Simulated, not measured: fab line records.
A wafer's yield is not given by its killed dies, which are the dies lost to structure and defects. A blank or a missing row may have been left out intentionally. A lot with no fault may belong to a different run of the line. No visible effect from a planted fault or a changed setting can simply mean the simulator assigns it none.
A struck lot beside a sound one | flow nand-harc | 17 out of 1159 route steps
Sound: these wafers, L882.1, L882.2, L882.6. Struck: wafers L866.1, L866.2, L866.5. The cause is named last.
At each step with rows: each side's tool, then ch and its chambers, then its first start. Under that, the readings that differ: sound wafers | struck wafers | difference of the means | sigmas: that difference in standard deviations of wafers without a fault.
alike: same words and numbers on both sides, and readings whose means sit less than 2 such deviations apart. not compared: any withheld reading, any reading some wafer has no value for, any bound like >300 that may hide the same value, and any number with overlapping values for which the record gives no deviation.
Wherever a step has rows on one side only, a row that says differs or no value, or a row with sigmas, the two part there. Numbers that have no deviation but don't overlap get no sigmas and don't part them. A reading missing from all wafers of one side parts the sides only when that side holds two or more wafers.

first, 2 steps without rows for these wafers: NHARC_A_M1_DESCUM_14 (chemistry O2, time 3 s); NHARC_A_M1_ETCH_35 (etches the open film in N2/H2, target depth 40 nm, overetch 12 nm, time 43.94 s).
NHARC_A_M1_ETCH_15: etches the open film in C4F8/Ar, target depth 182.5 nm, time 91.2 s.
  sound: rie-diel-13 ch 1,2; struck: rie-diel-13 ch 0,2
  alike: oes-product-au, rf-vpp-V
  not compared: rf-hours-counter-h
NHARC_A_M1_CD_MEAS_16:
  sound: cd-sem-03 at day 23 00:17; struck: cd-sem-01 at day 19 00:25
  alike: cd-nm
NHARC_A_M1_STRIP_18: strips in N2/H2.
  sound on rie-diel-08 ch 0,1, day 23 00:21; struck on rie-diel-08 ch 1,2,3, day 19 00:29
  alike: drypump-motor-current-A, oes-product-au, rf-vpp-V, showerhead-plenum-p-Torr, throttle-valve-pct
  not compared: rf-hours-counter-h
NHARC_A_M1_ETCH_28: etches the open film in CF4/N2, target depth 30 nm, time 72.99 s.
  sound: rie-diel-08 ch 0,2; struck: rie-diel-08 ch 1,2,3
  alike: drypump-motor-current-A, oes-product-au, rf-vpp-V, showerhead-plenum-p-Torr, throttle-valve-pct
  not compared: rf-hours-counter-h
then, 1 step without rows for these wafers: NHARC_A_M1_STRIP_19 (strips in post etch residue remover, time 600 s).
NHARC_A_M1_DEGAS_29: time 60 s.
  sound: pvd-sputter-02 at day 23 01:00; struck: pvd-sputter-02 at day 19 01:11
  alike: heater-power-w
then, 2 steps without rows for these wafers: NHARC_A_M1_PRE_CLEAN_30 (time 30 s); NHARC_A_M1_PVD_20 (deposits TaN, target thk 5 nm, time 8.06 s).
NHARC_A_M1_PVD_21: deposits Cu, target thk 30 nm, time 20.49 s.
  sound on pvd-sputter-02; struck on pvd-sputter-02
  alike: throttle-valve-pct
NHARC_A_M1_ECD_22: material Cu, target thk 400 nm.
  sound on ecd-cu-02 ch 0,1, day 23 01:21; struck on ecd-cu-01 ch 0,1, day 19 01:33
  no value came back on the struck wafers for bath-heat-duty-pct (%), bath-temp-c (C); on the sound wafers bath-heat-duty-pct (%) reads 6.2 5.3 6.0
then, 1 step without rows for these wafers: NHARC_A_M1_ANNEAL_31 (time 90 s).
NHARC_A_M1_CMP_23: polishes, t overpolish 20 s, target thk 154.34 nm.
  sound on cmp-01 ch 0,3, day 23 02:08; struck on cmp-04 ch 1,3, day 19 02:18
  reading                | sound          | struck      | difference | sigmas
  time-to-endpoint-s (s) | 30.4 28.6 29.5 | 4.7 6.6 4.5 | -24.2      | -9
  alike: motor-current-A
NHARC_A_M1_THK_MEAS_24: measures by xrf.
  sound: film-metro-01 at day 23 02:26; struck: film-metro-02 at day 19 02:37
  reading     | sound             | struck         | difference | sigmas
  thk-nm (nm) | 153.9 155.1 152.9 | 29.6 30.8 29.5 | -124.0     | -89
next, for these wafers, 1 step has no rows: NHARC_A_M1_SRD_25.
NHARC_END_SORT_01:
  the record has rows for the sound wafers here (prober-02 ch 0, day 24 09:49) and none for the struck ones

== WHERE THEY PART ==
At NHARC_A_M1_ECD_22 first; at NHARC_END_SORT_01 last (within this record only).

WHY: what had been put in by the simulator
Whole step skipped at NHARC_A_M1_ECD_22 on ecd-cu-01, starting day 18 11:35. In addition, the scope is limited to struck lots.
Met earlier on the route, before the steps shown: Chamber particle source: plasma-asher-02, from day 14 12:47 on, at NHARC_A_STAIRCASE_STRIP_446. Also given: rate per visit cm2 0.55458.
